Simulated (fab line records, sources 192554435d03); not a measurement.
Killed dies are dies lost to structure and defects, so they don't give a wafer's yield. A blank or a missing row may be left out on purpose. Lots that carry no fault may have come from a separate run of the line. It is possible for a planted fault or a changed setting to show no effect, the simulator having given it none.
2 desks looking at one fault + flow n5_finfet + each desk holds nothing but its own numbers, with what lay behind them at the end

== AT THE METROLOGY DESK ==
Means of the sampled wafers that have a number, per lot and without regard to the tool the lot ran on: this is what the gauges read. A lot is out of limits, marked OUT, if its mean lies more than 4 standard deviations from the usual mean; the brackets give that distance. 7 of its 10 readings are shown, namely those furthest out on some lot.
Columns: A = DIBL_P at N5_BEOL_M4_RC_MEAS_101, usual 36.7 mV/V; B = IOFF_N at N5_BEOL_M4_RC_MEAS_101, usual 0.16 nA/um; C = IOFF_P at N5_BEOL_M4_RC_MEAS_101, usual 0.22 nA/um; D = ION_N at N5_BEOL_M4_RC_MEAS_101, usual 672 uA/um; E = ION_P at N5_BEOL_M4_RC_MEAS_101, usual 462 uA/um; F = VT_N at N5_BEOL_M4_RC_MEAS_101, usual 250 mV; G = VT_P at N5_BEOL_M4_RC_MEAS_101, usual -250 mV
| lot  | first seen here | A    | B    | C    | D   | E   | F   | G    |
|------|-----------------|------|------|------|-----|-----|-----|------|
| L544 | day 11 14:29    | 37.6 | 0.16 | 0.22 | 665 | 459 | 251 | -251 |
| L545 | day 11 17:31    | 34.5 | 0.15 | 0.22 | 664 | 461 | 252 | -247 |
| L546 | day 12 07:55    | 35.5 | 0.15 | 0.20 | 674 | 463 | 250 | -252 |
| L556 | day 14 15:51    | 39.3 | 0.19 | 0.26 | 687 | 469 | 247 | -248 |
This desk's verdict: no lot among the 4 shows anything out of limits.

== FOR THE TOOL OWNER'S DESK: litho_track-05 ==
The tool's own readings at N5_SD_EPI_N_COAT_33 (time 60 s, resist thk 35 nm): means of the sampled wafers that have a number, for each lot that ran on this tool. A lot is out of limits, marked OUT, if its mean lies more than 4 standard deviations from the usual mean; the brackets give that distance.
Columns: A = plate_temp_C at N5_SD_EPI_N_COAT_33, usual 219.99 C; B = resist_line_temp_C at N5_SD_EPI_N_COAT_33, usual 23.01 C; C = spin_speed_rpm at N5_SD_EPI_N_COAT_33, usual 1500.0 rpm
| lot  | first seen here | A      | B     | C                |
|------|-----------------|--------|-------|------------------|
| L544 | day 5 20:37     | 219.99 | 22.98 | 1435.7 (-70) OUT |
| L545 | day 6 07:08     | 220.11 | 22.95 | 1435.2 (-70) OUT |
| L556 | day 8 18:58     | 220.17 | 23.10 | 1499.4           |
This desk's verdict: out of limits on L544, L545, starting with L544 at day 5 20:37 (spin_speed_rpm at N5_SD_EPI_N_COAT_33). Within limits: L556.

== TAKEN TOGETHER ==
At day 5 20:37, on L544, L545, the tool owner's desk was in a position to raise an alarm.
Nothing out of limits was seen by the metrology desk.
The metrology desk has L544, L545 on record, within its limits.
The lots listed all ran N5_SD_EPI_N_COAT_33 on litho_track-05.

== WHAT THE SIMULATOR PUT IN ==
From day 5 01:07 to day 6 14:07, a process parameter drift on litho_track-05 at N5_SD_EPI_N_COAT_33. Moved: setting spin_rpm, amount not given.
Struck lots among those shown: L544, L545.
Each desk's first reading out of limits, in hours after the fault started: the tool owner's desk, 20.
